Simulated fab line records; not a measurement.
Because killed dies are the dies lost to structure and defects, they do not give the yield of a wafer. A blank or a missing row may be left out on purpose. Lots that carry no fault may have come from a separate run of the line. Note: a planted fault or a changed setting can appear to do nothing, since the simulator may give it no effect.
Split-lot trial | flow n5 finfet | on a route of 1938 steps: 7 lots, 39 wafers read

## THE SPLIT ITSELF
At N5_BEOL_M1_TRENCH_ETCH_37 (etches SiOC in C4F6/O2, target depth 55.207 nm, time 29 s), the setting target depth a was moved away from the recipe's 552.07 angstrom on 12 of the 39 wafers read, by -52.4% to +50.4%. All remaining wafers had this setting at the recipe value.

## FROM THE SPLIT TO THE READING: what the file shows between them, 2 steps
- N5_BEOL_M1_ETCH_41: etches SiCN in CH3F/O2, target depth 31.9 nm, time 57.8 s
- N5_BEOL_M1_STRIP_97: strips in N2/H2, time 10 s

## THE READING
trench depth nm, in nm, at N5_BEOL_M1_OCD_MEAS_38. Typical for fault-free wafers on this fab line: 54.9 nm, with standard deviation 0.75 nm.

wafer  | tool, chamber at the split | target depth a as run, angstrom | against the recipe | trench depth nm, nm | against lot-mates on the recipe
L075.2 | rie diel-02, 1             | 552.07                          | recipe             | 55.9                | -
L075.4 | rie diel-02, 3             | 552.07                          | recipe             | 54.4                | -
L075.5 | rie diel-02, 3             | 552.07                          | recipe             | 54.2                | -
L077.1 | rie diel-05, 0             | 552.07                          | recipe             | 55.8                | -
L077.2 | rie diel-05, 3             | 352.9                           | -36.1%             | 35.0                | -19.7
L077.3 | rie diel-05, 2             | 552.07                          | recipe             | 52.7                | -
L077.4 | rie diel-05, 0             | 552.07                          | recipe             | 55.7                | -
L077.5 | rie diel-05, 2             | 352.9                           | -36.1%             | 33.7                | -21.0
L077.6 | rie diel-05, 3             | 352.9                           | -36.1%             | 34.9                | -19.8
L083.1 | rie diel-02, 1             | 830.5                           | +50.4%             | 83.3                | +28.3
L083.2 | rie diel-02, 2             | 552.07                          | recipe             | 54.7                | -
L083.3 | rie diel-02, 0             | 830.5                           | +50.4%             | 83.7                | +28.7
L083.4 | rie diel-02, 3             | 552.07                          | recipe             | 55.0                | -
L083.5 | rie diel-02, 0             | 552.07                          | recipe             | 55.3                | -
L083.6 | rie diel-02, 3             | 830.5                           | +50.4%             | 83.7                | +28.7
L085.1 | rie diel-05, 2             | 552.07                          | recipe             | 53.0                | -
L085.2 | rie diel-05, 0             | 263                             | -52.4%             | 26.5                | -26.8
L085.3 | rie diel-05, 3             | 263                             | -52.4%             | 26.6                | -26.7
L085.4 | rie diel-05, 1             | 263                             | -52.4%             | 26.0                | -27.3
L085.5 | rie diel-05, 1             | 552.07                          | recipe             | 53.3                | -
L085.6 | rie diel-05, 2             | 552.07                          | recipe             | 53.7                | -
L086.1 | rie diel-02, 2             | 552.07                          | recipe             | 53.7                | -
L086.2 | rie diel-02, 0             | 552.07                          | recipe             | 54.8                | -
L086.3 | rie diel-02, 3             | 552.07                          | recipe             | 54.0                | -
L086.4 | rie diel-02, 1             | 552.07                          | recipe             | 54.2                | -
L086.5 | rie diel-02, 2             | 552.07                          | recipe             | 54.0                | -
L086.6 | rie diel-02, 1             | 552.07                          | recipe             | 54.3                | -
L089.1 | rie diel-02, 2             | 552.07                          | recipe             | 54.8                | -
L089.2 | rie diel-02, 1             | 552.07                          | recipe             | 55.4                | -
L089.3 | rie diel-02, 3             | 407.7                           | -26.2%             | 40.5                | -14.6
L089.4 | rie diel-02, 0             | 407.7                           | -26.2%             | 40.3                | -14.8
L089.5 | rie diel-02, 0             | 407.7                           | -26.2%             | 40.9                | -14.2
L089.6 | rie diel-02, 3             | 552.07                          | recipe             | 55.1                | -
L095.1 | rie diel-02, 0             | 552.07                          | recipe             | 55.6                | -
L095.2 | rie diel-02, 1             | 552.07                          | recipe             | 55.9                | -
L095.3 | rie diel-02, 3             | 552.07                          | recipe             | 55.1                | -
L095.4 | rie diel-02, 2             | 552.07                          | recipe             | 55.1                | -
L095.5 | rie diel-02, 3             | 552.07                          | recipe             | 54.2                | -
L095.6 | rie diel-02, 0             | 552.07                          | recipe             | 55.0                | -

THE FIT
A straight line over all 39 wafers: trench depth nm changes by +0.556 nm for each +1% of target depth a; r = +1.00; the points scatter about the line by 0.84 nm.
The same after taking each lot's own level away (the mean of its wafers on the recipe; 39 wafers): +0.546 nm for each +1%; r = +1.00; scatter 0.8 nm.
That fit puts the effect of the largest move of target depth a on the reading at 29 nm.
From 53.33 to 55.15 nm: that is the span of the lots' own levels, equal to 2.4 times the standard deviation above.
Hence the lot-to-lot level has little effect on the slope; both slopes agree.
Check: for one of the wafers moved furthest among these (-52.4%), held out of the fit, the line's prediction against its lot-mates is -28.7 nm. It came out at -26.8 nm against them.

## FURTHER SPLITS ON THESE WAFERS
Other splits were also applied to these wafers ahead of the reading. Each is held against what the fit with the lots' levels taken away leaves over:
other split on the same wafers            | wafers away from the commonest value | r with trench depth nm (lot level and that fit taken away)
N5_FIN_SAQP_HM_DEP_03 target thk a        | 9                                    | +0.07
N5_SDB_ALD_29 ald cycles                  | 9                                    | -0.14
N5_BEOL_M0_SAQP_SPACER1_ALD_98 ald cycles | 9                                    | +0.07

## THE WHOLE CHAIN: every reading that the file lists as answering this split, in the file's order
step                      | what it does                                              | reading                                                                          | change (the file's fit)                | r (the file's)
N5_BEOL_M1_TRENCH_ETCH_37 | etches SiOC in C4F6/O2, target depth 55.207 nm, time 29 s | etch.depth nm (the simulator's own value, which no gauge read)                   | +0.541 nm for each +1% of the setting  | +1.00
N5_BEOL_M1_TRENCH_ETCH_37 | etches SiOC in C4F6/O2, target depth 55.207 nm, time 29 s | BEOL_M1.feature depth nm (the simulator's own value, which no gauge read)        | +0.541 nm for each +1% of the setting  | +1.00
N5_BEOL_M1_TRENCH_ETCH_37 | etches SiOC in C4F6/O2, target depth 55.207 nm, time 29 s | TiN_of_BEOL_M1_HM_DEP_02.thk nm (the simulator's own value, which no gauge read) | -0.0239 nm for each +1% of the setting | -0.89
N5_BEOL_M1_OCD_MEAS_38    |                                                           | trench depth nm                                                                  | +0.544 nm for each +1% of the setting  | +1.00

## THE FILE'S OWN FIT
trench depth nm changes by +0.544 nm for each +1% of target depth a, r = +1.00.
